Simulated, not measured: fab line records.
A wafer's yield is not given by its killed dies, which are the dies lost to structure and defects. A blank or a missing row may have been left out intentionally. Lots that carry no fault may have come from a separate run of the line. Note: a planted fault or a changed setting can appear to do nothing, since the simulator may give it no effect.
fab line records	flow n5-finfet
[record] lots = 7	wafers = 39
route steps=1938 shown FIN_SAQP@94 MOL_CONTACT_COAG@559 BEOL_M0_SAQP@648 BEOL_M1@811 BEOL_M3@980 BEOL_M8@1391
start-h: hours from the record's first day to the start of the lot's first wafer shown	wait-h: time in hours since the lot's previous step	" repeats the value in the row above	L1.1+2: a row that stands for several wafers	- either no value or no given start	* or withheld: withheld	< > ~ a bound
route shown NAME@n: names a module that has steps shown in the file, with the first one's number in the route	usual: the fault-free wafers' mean and standard deviation	same: alike in all rows	chamber/n: place in a boat	sites: the reading at each site	_std_site: the standard deviation of these	_edge_site: outer sites' mean less inner sites'	radius-mm: how far each site lies from the wafer's centre	mask NAME#n: copy n	behind: the last tool/chamber to shape the wafer	hold: reason for holding the lot/hours on hold/outcome of the hold	device: the transistor (n, p or np) that didn't switch	end of line: the same wafers' tests at the end of the route	for a step that has no rows: nothing shown but its recipe	killed: at the first sort, the dies lost to defects and structure; wafer yield is something else	map: the dies of a wafer, with x for killed, . for not killed, _ for no die there
set.NAME: the run value of the setting; set.NAME@STEP: its run value at that earlier step	model.NAME: the simulator's own value behind a step, which no gauge read
lots run with intentionally changed settings; tables by step, rows by wafer
[[steps]]
[step N5_FIN_SAQP_ALD_61]
[recipe] material = SiO2	target-thk-a = 40	temp-c = 300	ald-precursor-family = BDEAS	ald-co-reactant = O2-plasma	pulse-time-s = 1	purge-time-s = 2	co-reactant-purge-time-s = 2	ald-cycles = 43	pressure-torr = 2
lot.wafer	tool	chamber	start-h	wait-h	set.ald-cycles	model.SiO2_of_FIN_SAQP_ALD_61.thk-nm
L077.1	ald-sin-02	0	40.43	0.8	43	4.019
L077.2	"	3	"	"	43	4.011
L077.3	"	2	"	"	43	4.008
L077.4	"	1	"	"	43	3.985
L077.5	"	2	"	"	43	4.02
L077.6	"	3	"	"	43	4.032
L082.1	ald-sin-02	2	69.36	0.0	43	3.997
L082.2	"	3	"	"	51	4.754
L082.3	"	1	"	"	43	4.005
L082.4	"	0	"	"	51	4.76
L082.5	"	2	"	"	43	4.022
L082.6	"	3	"	"	51	4.768
L087.1	ald-sin-01	1	99.80	1.1	58	5.372
L087.2	"	2	"	"	58	5.385
L087.3	"	0	"	"	58	5.42
L087.4	"	3	"	"	43	4.009
L087.5	"	2	"	"	43	3.997
L087.6	"	1	"	"	43	3.974
L088.1	ald-sin-04	3	105.00	0.0	43	4.014
L088.2	"	2	"	"	54	5.003
L088.3	"	0	"	"	54	5.004
L088.4	"	1	"	"	43	3.995
L088.5	"	0	"	"	54	5.035
L088.6	"	1	"	"	43	4.011
L089.1	ald-sin-04	3	110.99	0.0	43	4.03
L089.2	"	0	"	"	43	4.022
L089.4	"	2	"	"	43	4.014
L090.1	ald-sin-02	0	118.71	0.0	43	3.955
L090.2	"	3	"	"	43	3.991
L090.3	"	2	"	"	43	3.984
L090.4	"	0	"	"	43	3.958
L090.5	"	2	"	"	43	3.982
L090.6	"	3	"	"	43	3.973
L092.1	ald-sin-04	0	130.10	0.0	43	4.018
L092.2	"	2	"	"	32	2.973
L092.3	"	1	"	"	43	3.989
L092.4	"	3	"	"	43	4.016
L092.5	"	2	"	"	32	2.965
L092.6	"	3	"	"	32	2.975
[step N5_MOL_CONTACT_COAG_ALD_27]
[recipe] material = SiOC	target-thk-a = 170	temp-c = 400	ald-precursor-family = carbosiloxane	ald-co-reactant = H2-plasma	pulse-time-s = 1.5	time-s = 2720	purge-time-s = 2	co-reactant-purge-time-s = 2	ald-cycles = 340	pressure-torr = 2
lot.wafer	tool	chamber	start-h	wait-h	set.ald-cycles	model.SiOC_of_MOL_CONTACT_COAG_ALD_27.thk-nm
L077.1+2+6	ald-sin-04	0,3,2	115.49	0.2	457	22.8
L077.3+4+5	"	1,2,1	"	"	340	17
L082.1+3+6	ald-sin-04	1,2,2	152.48	0.0	486	24.4
L082.2+4+5	"	3,3,1	"	"	340	17
L087.1+2+3+4+5	ald-sin-02	0,1,3,2,1	176.02	0.9	340	17
L087.6	"	2	"	"	340	17.2
L088.1+3+5	ald-sin-01	3,2,3	185.03	0.6	340	17
L088.2	"	1	"	"	282	14
L088.4+6	"	0	"	"	282	14.2
L089.1+2+4	ald-sin-04	2,3,1	190.15	1.2	340	17
L090.1+2+5	ald-sin-01	3,0,1	197.01	0.0	340	17
L090.3+6	"	2	"	"	164	8.2
L090.4	"	1	"	"	164	8
L092.1+2+6	ald-sin-04	1,3,1	206.08	0.0	340	17
L092.3+4+5	"	2,0,0	"	"	149	7.4
[step N5_BEOL_M0_SAQP_DEVELOP_13]
[recipe] develop-time-s = 30	developer = TMAH	resist = CAR-ArF	dev-temp-c = 23	rinse-liquid = diw	dry = air-spin
lot.wafer	tool	chamber	start-h	wait-h	set.develop-time-s
L077.1+2+4	litho-track-02	0	-	-	17.47
L077.3+5+6	"	0	"	"	30
L082.1+4+6	litho-track-05	0	-	-	23.71
L082.2+3+5	"	0	"	"	30
L087.1+4+5	litho-track-02	0	-	-	21.68
L087.2+3+6	"	0	"	"	30
L088.1+3+4	litho-track-02	0	-	-	30
L088.2+5+6	"	0	"	"	25.28
L089.1+2+4	litho-track-04	0	-	-	30
L090.1+5+6	litho-track-05	0	-	-	30
L090.2+3+4	"	0	"	"	19.13
L092.1+5+6	litho-track-05	0	-	-	30
L092.2+3+4	"	0	"	"	35.49
[step N5_BEOL_M0_SAQP_CD_MEAS_14]
[recipe] target-cd-nm = 42.5	landing-energy-ev = 500	detector = se-inlens
[usual] cd-nm = 42.5/0.35
lot.wafer	tool	chamber	start-h	wait-h	set.develop-time-s@BEOL_M0_SAQP_DEVELOP_13	cd-nm
L077.1	cd-sem-02	0	131.16	-	17.47	43.7
L077.2	"	0	"	"	17.47	43.9
L077.3	"	0	"	"	30	42.7
L077.4	"	0	"	"	17.47	43.9
L077.5	"	0	"	"	30	42.4
L077.6	"	0	"	"	30	42.4
L082.1	cd-sem-01	0	167.07	-	23.71	43.6
L082.2	"	0	"	"	30	42.8
L082.3	"	0	"	"	30	42.8
L082.4	"	0	"	"	23.71	43.1
L082.5	"	0	"	"	30	42.8
L082.6	"	0	"	"	23.71	43.2
L087.1	cd-sem-02	0	190.68	-	21.68	43.2
L087.2	"	0	"	"	30	42.2
L087.3	"	0	"	"	30	42.3
L087.4	"	0	"	"	21.68	43.1
L087.5	"	0	"	"	21.68	43.4
L087.6	"	0	"	"	30	42.9
L088.1	cd-sem-03	0	197.55	-	30	42.2
L088.2	"	0	"	"	25.28	42.9
L088.3	"	0	"	"	30	42.2
L088.4	"	0	"	"	30	43.0
L088.5	"	0	"	"	25.28	43.0
L088.6	"	0	"	"	25.28	42.7
L089.1	cd-sem-01	0	201.23	-	30	42.6
L089.2	"	0	"	"	30	42.6
L089.4	"	0	"	"	30	42.9
L090.1	cd-sem-02	0	208.57	-	30	42.6
L090.2	"	0	"	"	19.13	43.1
L090.3	"	0	"	"	19.13	43.2
L090.4	"	0	"	"	19.13	43.5
L090.5	"	0	"	"	30	42.6
L090.6	"	0	"	"	30	42.2
L092.1	cd-sem-02	0	219.48	-	30	42.6
L092.2	"	0	"	"	35.49	42.2
L092.3	"	0	"	"	35.49	42.9
L092.4	"	0	"	"	35.49	42.6
L092.5	"	0	"	"	30	42.6
L092.6	"	0	"	"	30	42.8
[step N5_BEOL_M1_ALD_84]
[recipe] material = TaN	target-thk-a = *	temp-c = 275	ald-precursor-family = PDMAT	ald-co-reactant = NH3	pressure-torr = 3	carrier-flow-sccm = 1500	pulse-time-s = 2	purge-time-s = 3	co-reactant-purge-time-s = 2	co-reactant-pulse-time-s = 3	ald-cycles = 30	precursor-vessel-temp-c = 75	precursor-vessel-pressure-torr = 26.25	precursor-vessel-carrier-sccm = 1000
lot.wafer	tool	chamber	start-h	wait-h	set.ald-cycles	model.TaN_of_BEOL_M1_ALD_84.thk-nm
L077.1+4+6	ald-metal-03	0,2,1	151.90	0.0	25	*
L077.2+3+5	"	1,3,0	"	"	30	*
L082.1+5+6	ald-metal-01	1,1,0	184.92	0.0	12	*
L082.2+3+4	"	3,0,2	"	"	30	*
L087.1+2+3+4+5	ald-metal-01	1,0,2,3,1	213.22	0.2	30	*
L087.6	"	0	"	"	30	*
L088.1+2+5	ald-metal-03	0,2,3	213.56	0.1	30	*
L088.3+4+6	"	3,1,2	"	"	40	*
L089.1+2+4	ald-metal-02	2,3,1	221.69	0.2	30	*
L090.1	ald-metal-03	3	225.45	0.0	30	*
L090.2+4+6	"	2,0,1	"	"	44	*
L090.3+5	"	1,2	"	"	30	*
L092.1+2+4	ald-metal-01	2,1,3	247.73	0.1	30	*
L092.3+5+6	"	0,1,0	"	"	25	*
[step N5_BEOL_M3_TRENCH_ETCH_37]
[recipe] chemistry = C4F6/O2	target-depth-a = 555.55	target = SiOC	time-s = 29.2	ion-energy-ev = 250	pressure-mtorr = 30	source-w = 355	bias-w = 185	Ar_flow_sccm = 300	C4F6_flow_sccm = 10	O2_flow_sccm = 10
lot.wafer	tool	chamber	start-h	wait-h	set.time-s	model.etch.depth-nm	model.BEOL_M3.feature-depth-nm	model.TiN_of_BEOL_M3_HM_DEP_02.thk-nm
L077.1	rie-diel-04	0	-	-	29.2	54.8	54.8	18
L077.2	"	2	"	"	29.2	55.35	55.4	18
L077.3	"	1	"	"	29.2	56.65	56.6	17.8
L077.4	"	1	"	"	29.2	56.55	56.6	17.8
L077.5	"	0	"	"	29.2	54.42	54.4	18
L077.6	"	2	"	"	29.2	55.26	55.2	18
L082.1	rie-diel-02	0	-	-	29.2	54.44	54.4	18
L082.2	"	2	"	"	35.21	66.39	66.4	17.6
L082.3	"	1	"	"	29.2	56.15	56.2	17.8
L082.4	"	3	"	"	35.21	64.6	64.6	17.4
L082.5	"	2	"	"	29.2	55.13	55.2	17.8
L082.6	"	3	"	"	35.21	65.28	65.2	17.6
L088.1	rie-diel-01	1	-	-	43.17	80.38	80.4	16.8
L088.2	"	2	"	"	29.2	56.73	56.8	17.6
L088.3	"	0	"	"	43.17	82.08	82	16.6
L088.4	"	3	"	"	29.2	56.68	56.6	17.8
L088.5	"	3	"	"	29.2	56.13	56.2	17.6
L088.6	"	0	"	"	43.17	82.4	82.4	16.6
L087.1	rie-diel-02	0	-	-	21.17	40.04	40	18.6
L087.2	"	1	"	"	29.2	56.28	56.2	17.8
L087.3	"	3	"	"	21.17	39.12	39.2	18.6
L087.4	"	2	"	"	29.2	55.51	55.6	17.8
L087.5	"	1	"	"	21.17	40.74	40.8	18.4
L087.6	"	2	"	"	29.2	55.21	55.2	17.8
L089.1	rie-diel-04	3	-	-	29.2	57.26	57.2	17.8
L089.2	"	1	"	"	29.2	57.03	57	17.8
L089.4	"	2	"	"	29.2	55.46	55.4	18
L090.1	rie-diel-04	0	-	-	29.2	53.55	53.6	18
L090.2	"	1	"	"	29.2	56.14	56.2	17.8
L090.3	"	3	"	"	29.2	56.13	56.2	17.8
L090.4	"	2	"	"	29.2	55.21	55.2	18
L090.5	"	0	"	"	29.2	53.36	53.4	17.8
L090.6	"	1	"	"	29.2	56	56	17.6
L092.1	rie-diel-02	1	-	-	33.85	65.06	65	17.4
L092.2	"	0	"	"	29.2	54.33	54.4	18
L092.3	"	3	"	"	33.85	62.41	62.4	17.4
L092.4	"	2	"	"	29.2	54.92	55	17.6
L092.5	"	3	"	"	33.85	62.28	62.2	17.6
L092.6	"	0	"	"	29.2	54.06	54	17.8
[step N5_BEOL_M3_ETCH_41]
[recipe] chemistry = CH3F/O2	target = SiCN	target-depth-a = 299	taper-deg = 2	time-s = 52.5	ion-energy-ev = 120	mask-material = TiN	pressure-mtorr = 30	source-w = 395	bias-w = 75	Ar_flow_sccm = 150	CH3F_flow_sccm = 30	O2_flow_sccm = 20
[step N5_BEOL_M3_STRIP_97]
[recipe] chemistry = N2/H2	time-s = 10	power-w = 450	temp-c = 40	pressure-mtorr = 20	rf-frequency-hz = 6e+07	bias-power-w = 7	n2-flow-sccm = 200	h2-flow-sccm = 200
[step N5_BEOL_M3_OCD_MEAS_38]
[usual] trench-depth-nm = 55.4/1.1
lot.wafer	tool	chamber	start-h	wait-h	set.time-s@BEOL_M3_TRENCH_ETCH_37	trench-depth-nm
L077.1	ocd-01	-	176.49	-	29.2	54.6
L077.2	"	-	"	"	29.2	55.2
L077.3	"	-	"	"	29.2	56.4
L077.4	"	-	"	"	29.2	56.4
L077.5	"	-	"	"	29.2	54.4
L077.6	"	-	"	"	29.2	54.6
L082.1	ocd-01	-	212.51	-	29.2	54.7
L082.2	"	-	"	"	35.21	67.0
L082.3	"	-	"	"	29.2	56.7
L082.4	"	-	"	"	35.21	64.4
L082.5	"	-	"	"	29.2	55.0
L082.6	"	-	"	"	35.21	65.6
L088.1	ocd-01	-	242.56	-	43.17	80.0
L088.2	"	-	"	"	29.2	56.8
L088.3	"	-	"	"	43.17	81.8
L088.4	"	-	"	"	29.2	57.2
L088.5	"	-	"	"	29.2	55.9
L088.6	"	-	"	"	43.17	82.0
L087.1	ocd-01	-	253.07	-	21.17	40.1
L087.2	"	-	"	"	29.2	56.5
L087.3	"	-	"	"	21.17	39.4
L087.4	"	-	"	"	29.2	55.4
L087.5	"	-	"	"	21.17	40.8
L087.6	"	-	"	"	29.2	55.3
L089.1	ocd-02	-	257.17	-	29.2	57.6
L089.2	"	-	"	"	29.2	57.2
L089.4	"	-	"	"	29.2	55.5
L090.1	ocd-02	-	260.58	-	29.2	53.1
L090.2	"	-	"	"	29.2	56.1
L090.3	"	-	"	"	29.2	56.4
L090.4	"	-	"	"	29.2	55.2
L090.5	"	-	"	"	29.2	53.4
L090.6	"	-	"	"	29.2	56.2
L092.1	ocd-01	-	278.80	-	33.85	64.6
L092.2	"	-	"	"	29.2	54.3
L092.3	"	-	"	"	33.85	62.1
L092.4	"	-	"	"	29.2	55.4
L092.5	"	-	"	"	33.85	61.7
L092.6	"	-	"	"	29.2	54.0
[step N5_BEOL_M8_CVD_78]
[recipe] material = Co	target-thk-a = 20	temp-c = withheld	precursor = CCTBA/H2	pressure-torr = 30	time-s = 142.3
lot.wafer	tool	chamber	start-h	wait-h	set.target-thk-a	model.Co_of_BEOL_M8_CVD_78.thk-nm
L077.1+3+6	cvd-co-02	2,0,0	239.09	0.2	30.3	3.2
L077.2+4	"	1	"	"	20	2
L077.5	"	2	"	"	20	2.2
L082.1	cvd-co-02	1	271.76	0.0	27.85	2.8
L082.2+5	"	0,1	"	"	27.85	3
L082.3	"	2	"	"	20	2
L082.4+6	"	0,2	"	"	20	2.2
L088.1+5	cvd-co-02	0,1	304.84	0.3	23.16	2.4
L088.2+4+6	"	1,0,2	"	"	20	2.2
L088.3	"	2	"	"	23.16	2.6
L087.1+4+6	cvd-co-02	1,2,0	313.63	0.2	20	2.2
L087.2+3+5	"	2,0,1	"	"	20	2
L089.1+2+4	cvd-co-02	1,2,2	316.28	0.1	20	2
L090.1+2+3+4+5+6	cvd-co-01	2,0,1,1,2,0	319.90	0.0	20	2
L092.1+4	cvd-co-01	2	339.39	0.1	27.34	2.6
L092.2+5	"	0	"	"	20	2
L092.3	"	1	"	"	27.34	2.8
L092.6	"	1	"	"	20	2.2
[[key]]
[split] step = N5_FIN_SAQP_ALD_61	setting = ald-cycles	stated = 43	by = wafer
[response] step = N5_FIN_SAQP_ALD_61	reading = model.SiO2_of_FIN_SAQP_ALD_61.thk-nm	change = +0.0401	per = 1%	r = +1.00
[split] step = N5_MOL_CONTACT_COAG_ALD_27	setting = ald-cycles	stated = 340	by = wafer
[response] step = N5_MOL_CONTACT_COAG_ALD_27	reading = model.SiOC_of_MOL_CONTACT_COAG_ALD_27.thk-nm	change = +0.171	per = 1%	r = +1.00
[split] step = N5_BEOL_M0_SAQP_DEVELOP_13	setting = develop-time-s	stated = 30	by = wafer
[response] step = N5_BEOL_M0_SAQP_CD_MEAS_14	reading = cd-nm	change = -0.026	per = 1%	r = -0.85
[split] step = N5_BEOL_M1_ALD_84	setting = ald-cycles	stated = 30	by = wafer
[response] step = N5_BEOL_M1_ALD_84	reading = model.TaN_of_BEOL_M1_ALD_84.thk-nm	change = *	per = 1%	r = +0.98
[split] step = N5_BEOL_M3_TRENCH_ETCH_37	setting = time-s	stated = 29.2	by = wafer
[response] step = N5_BEOL_M3_TRENCH_ETCH_37	reading = model.etch.depth-nm	change = +0.533	per = 1%	r = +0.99
[response] step = N5_BEOL_M3_TRENCH_ETCH_37	reading = model.BEOL_M3.feature-depth-nm	change = +0.531	per = 1%	r = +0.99
[response] step = N5_BEOL_M3_TRENCH_ETCH_37	reading = model.TiN_of_BEOL_M3_HM_DEP_02.thk-nm	change = -0.0215	per = 1%	r = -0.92
[response] step = N5_BEOL_M3_OCD_MEAS_38	reading = trench-depth-nm	change = +0.524	per = 1%	r = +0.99
[split] step = N5_BEOL_M8_CVD_78	setting = target-thk-a	stated = 20	by = wafer
[response] step = N5_BEOL_M8_CVD_78	reading = model.Co_of_BEOL_M8_CVD_78.thk-nm	change = +0.02	per = 1%	r = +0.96
